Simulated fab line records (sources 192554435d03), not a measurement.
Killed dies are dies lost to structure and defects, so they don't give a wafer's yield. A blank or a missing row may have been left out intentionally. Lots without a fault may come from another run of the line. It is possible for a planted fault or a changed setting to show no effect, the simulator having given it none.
Split-lot experiment / flow n5Finfet / 7 lots, 39 wafers read, on a route of 1938 steps

SPLIT DETAILS
At N5_BEOL_M1_ILD_DEP_00 (deposits SiOC from DEMS/O2, target thk 79 nm, time 15.3 s), the setting timeS was moved away from the recipe's 15.3 s on 9 of the 39 wafers read, by -56.9% to +51.1%. All remaining wafers had this setting at the recipe value.

No step appears in the file between the split and the reading.

THE READING
At N5_BEOL_M1_THK_MEAS_01: M1_ILD_THK, given in nm. On this fab line, fault-free wafers typically give 79.1 nm with a standard deviation of 0.92 nm.

wafer=L075.1; tool, chamber at the split=pecvd-03, 2; timeS as run, s=15.3; against the recipe=recipe; M1_ILD_THK, nm=78.0; against lot-mates on the recipe=-
wafer=L075.2; tool, chamber at the split=pecvd-03, 1,0; timeS as run, s=15.3; against the recipe=recipe; M1_ILD_THK, nm=78.5; against lot-mates on the recipe=-
wafer=L075.3; tool, chamber at the split=pecvd-03, 1,0; timeS as run, s=15.3; against the recipe=recipe; M1_ILD_THK, nm=78.5; against lot-mates on the recipe=-
wafer=L075.4; tool, chamber at the split=pecvd-03, 0; timeS as run, s=15.3; against the recipe=recipe; M1_ILD_THK, nm=79.9; against lot-mates on the recipe=-
wafer=L075.5; tool, chamber at the split=pecvd-03, 1; timeS as run, s=15.3; against the recipe=recipe; M1_ILD_THK, nm=79.3; against lot-mates on the recipe=-
wafer=L075.6; tool, chamber at the split=pecvd-03, 2; timeS as run, s=15.3; against the recipe=recipe; M1_ILD_THK, nm=80.5; against lot-mates on the recipe=-
wafer=L083.1; tool, chamber at the split=pecvd-03, 1; timeS as run, s=15.3; against the recipe=recipe; M1_ILD_THK, nm=78.4; against lot-mates on the recipe=-
wafer=L083.2; tool, chamber at the split=pecvd-03, 2; timeS as run, s=15.3; against the recipe=recipe; M1_ILD_THK, nm=77.5; against lot-mates on the recipe=-
wafer=L083.6; tool, chamber at the split=pecvd-03, 0; timeS as run, s=15.3; against the recipe=recipe; M1_ILD_THK, nm=79.5; against lot-mates on the recipe=-
wafer=L085.1; tool, chamber at the split=pecvd-02, 0,1; timeS as run, s=15.3; against the recipe=recipe; M1_ILD_THK, nm=78.5; against lot-mates on the recipe=-
wafer=L085.2; tool, chamber at the split=pecvd-02, 2; timeS as run, s=15.3; against the recipe=recipe; M1_ILD_THK, nm=78.1; against lot-mates on the recipe=-
wafer=L085.3; tool, chamber at the split=pecvd-02, 0,1; timeS as run, s=15.3; against the recipe=recipe; M1_ILD_THK, nm=78.4; against lot-mates on the recipe=-
wafer=L085.4; tool, chamber at the split=pecvd-02, 1; timeS as run, s=23.12; against the recipe=+51.1%; M1_ILD_THK, nm=119.0; against lot-mates on the recipe=+40.7
wafer=L085.5; tool, chamber at the split=pecvd-02, 0; timeS as run, s=23.12; against the recipe=+51.1%; M1_ILD_THK, nm=119.5; against lot-mates on the recipe=+41.2
wafer=L085.6; tool, chamber at the split=pecvd-02, 2; timeS as run, s=23.12; against the recipe=+51.1%; M1_ILD_THK, nm=119.7; against lot-mates on the recipe=+41.4
wafer=L086.1; tool, chamber at the split=pecvd-02, 2; timeS as run, s=15.3; against the recipe=recipe; M1_ILD_THK, nm=78.6; against lot-mates on the recipe=-
wafer=L086.2; tool, chamber at the split=pecvd-02, 0,1; timeS as run, s=15.3; against the recipe=recipe; M1_ILD_THK, nm=77.3; against lot-mates on the recipe=-
wafer=L086.3; tool, chamber at the split=pecvd-02, 0,1; timeS as run, s=15.3; against the recipe=recipe; M1_ILD_THK, nm=77.3; against lot-mates on the recipe=-
wafer=L086.4; tool, chamber at the split=pecvd-02, 2; timeS as run, s=15.3; against the recipe=recipe; M1_ILD_THK, nm=79.1; against lot-mates on the recipe=-
wafer=L086.5; tool, chamber at the split=pecvd-02, 1; timeS as run, s=15.3; against the recipe=recipe; M1_ILD_THK, nm=78.4; against lot-mates on the recipe=-
wafer=L086.6; tool, chamber at the split=pecvd-02, 0; timeS as run, s=15.3; against the recipe=recipe; M1_ILD_THK, nm=78.9; against lot-mates on the recipe=-
wafer=L088.1; tool, chamber at the split=pecvd-03, 1; timeS as run, s=15.3; against the recipe=recipe; M1_ILD_THK, nm=79.8; against lot-mates on the recipe=-
wafer=L088.2; tool, chamber at the split=pecvd-03, 0; timeS as run, s=15.3; against the recipe=recipe; M1_ILD_THK, nm=79.0; against lot-mates on the recipe=-
wafer=L088.3; tool, chamber at the split=pecvd-03, 0; timeS as run, s=15.3; against the recipe=recipe; M1_ILD_THK, nm=79.3; against lot-mates on the recipe=-
wafer=L088.4; tool, chamber at the split=pecvd-03, 1; timeS as run, s=15.3; against the recipe=recipe; M1_ILD_THK, nm=80.6; against lot-mates on the recipe=-
wafer=L088.5; tool, chamber at the split=pecvd-03, 1; timeS as run, s=15.3; against the recipe=recipe; M1_ILD_THK, nm=79.9; against lot-mates on the recipe=-
wafer=L088.6; tool, chamber at the split=pecvd-03, 0; timeS as run, s=15.3; against the recipe=recipe; M1_ILD_THK, nm=79.4; against lot-mates on the recipe=-
wafer=L089.1; tool, chamber at the split=pecvd-02, 0; timeS as run, s=6.596; against the recipe=-56.9%; M1_ILD_THK, nm=34.8; against lot-mates on the recipe=-45.3
wafer=L089.2; tool, chamber at the split=pecvd-02, 2; timeS as run, s=6.596; against the recipe=-56.9%; M1_ILD_THK, nm=33.9; against lot-mates on the recipe=-46.2
wafer=L089.3; tool, chamber at the split=pecvd-02, 1; timeS as run, s=6.596; against the recipe=-56.9%; M1_ILD_THK, nm=33.8; against lot-mates on the recipe=-46.3
wafer=L089.4; tool, chamber at the split=pecvd-02, 2; timeS as run, s=15.3; against the recipe=recipe; M1_ILD_THK, nm=80.5; against lot-mates on the recipe=-
wafer=L089.5; tool, chamber at the split=pecvd-02, 0; timeS as run, s=15.3; against the recipe=recipe; M1_ILD_THK, nm=80.3; against lot-mates on the recipe=-
wafer=L089.6; tool, chamber at the split=pecvd-02, 1; timeS as run, s=15.3; against the recipe=recipe; M1_ILD_THK, nm=79.4; against lot-mates on the recipe=-
wafer=L091.1; tool, chamber at the split=pecvd-02, 0,1; timeS as run, s=22.27; against the recipe=+45.6%; M1_ILD_THK, nm=113.2; against lot-mates on the recipe=+34.6
wafer=L091.2; tool, chamber at the split=pecvd-02, 1; timeS as run, s=15.3; against the recipe=recipe; M1_ILD_THK, nm=77.2; against lot-mates on the recipe=-
wafer=L091.3; tool, chamber at the split=pecvd-02, 2; timeS as run, s=22.27; against the recipe=+45.6%; M1_ILD_THK, nm=113.6; against lot-mates on the recipe=+35.0
wafer=L091.4; tool, chamber at the split=pecvd-02, 2; timeS as run, s=15.3; against the recipe=recipe; M1_ILD_THK, nm=79.4; against lot-mates on the recipe=-
wafer=L091.5; tool, chamber at the split=pecvd-02, 0; timeS as run, s=15.3; against the recipe=recipe; M1_ILD_THK, nm=79.1; against lot-mates on the recipe=-
wafer=L091.6; tool, chamber at the split=pecvd-02, 0,1; timeS as run, s=22.27; against the recipe=+45.6%; M1_ILD_THK, nm=113.1; against lot-mates on the recipe=+34.5
Rows listing several chambers each stand for several wafers; the file does not say which wafer went through which chamber.

THE FIT
A straight line over all 39 wafers: M1_ILD_THK changes by +0.78 nm for each +1% of timeS; r = +1.00; the points scatter about the line by 0.95 nm.
The same after taking each lot's own level away (the mean of its wafers on the recipe; 39 wafers): +0.795 nm for each +1%; r = +1.00; scatter 0.8 nm.
Per that fit: largest timeS move, reading shift of 45 nm.
The span of the lots' own levels, 78.27 to 80.07 nm, comes to 2.0 times the standard deviation stated above.
The two slopes agree, so the slope changes little with the lot-to-lot level.
Check: for one of the wafers moved furthest among these (-56.9%), held out of the fit, the line's prediction against its lot-mates is -45.4 nm. Against them it came out at -45.3 nm.

THESE WAFERS: OTHER SPLITS
Note: prior to the reading, these wafers also went through further splits. Each is held against what the fit with the lots' levels taken away leaves over:
other split on the same wafers=N5_ZERO_LAYER_DEVELOP_10 developTimeS; wafers away from the commonest value=18; r with M1_ILD_THK (lot level and that fit taken away)=+0.00
other split on the same wafers=N5_FIN_SAQP_SPACER1_ALD_24 aldCycles; wafers away from the commonest value=9; r with M1_ILD_THK (lot level and that fit taken away)=-0.13
other split on the same wafers=N5_SD_EPI_P_EPI_21 epiGrowthTimeS; wafers away from the commonest value=18; r with M1_ILD_THK (lot level and that fit taken away)=-0.05
other split on the same wafers=N5_HKMG_FIN_DEVELOP_11 developTimeS; wafers away from the commonest value=9; r with M1_ILD_THK (lot level and that fit taken away)=-0.43
other split on the same wafers=N5_MOL_CONTACT_COAG_SPUTTER_143 targetThkA; wafers away from the commonest value=12; r with M1_ILD_THK (lot level and that fit taken away)=+0.06

THE WHOLE CHAIN: every reading that the file lists as answering this split, in the file's order
step=N5_BEOL_M1_ILD_DEP_00; what it does=deposits SiOC from DEMS/O2, target thk 79 nm, time 15.3 s; reading=SiOC_of_BEOL_M1_ILD_DEP_00.thkNm (the simulator's own value, which no gauge read); change (the file's fit)=+0.793 nm for each +1% of the setting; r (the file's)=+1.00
step=N5_BEOL_M1_THK_MEAS_01; what it does=; reading=M1_ILD_THK; change (the file's fit)=+0.794 for each +1% of the setting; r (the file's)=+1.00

FILE'S OWN FIT
M1_ILD_THK changes by +0.794 nm for each +1% of timeS, r = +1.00.
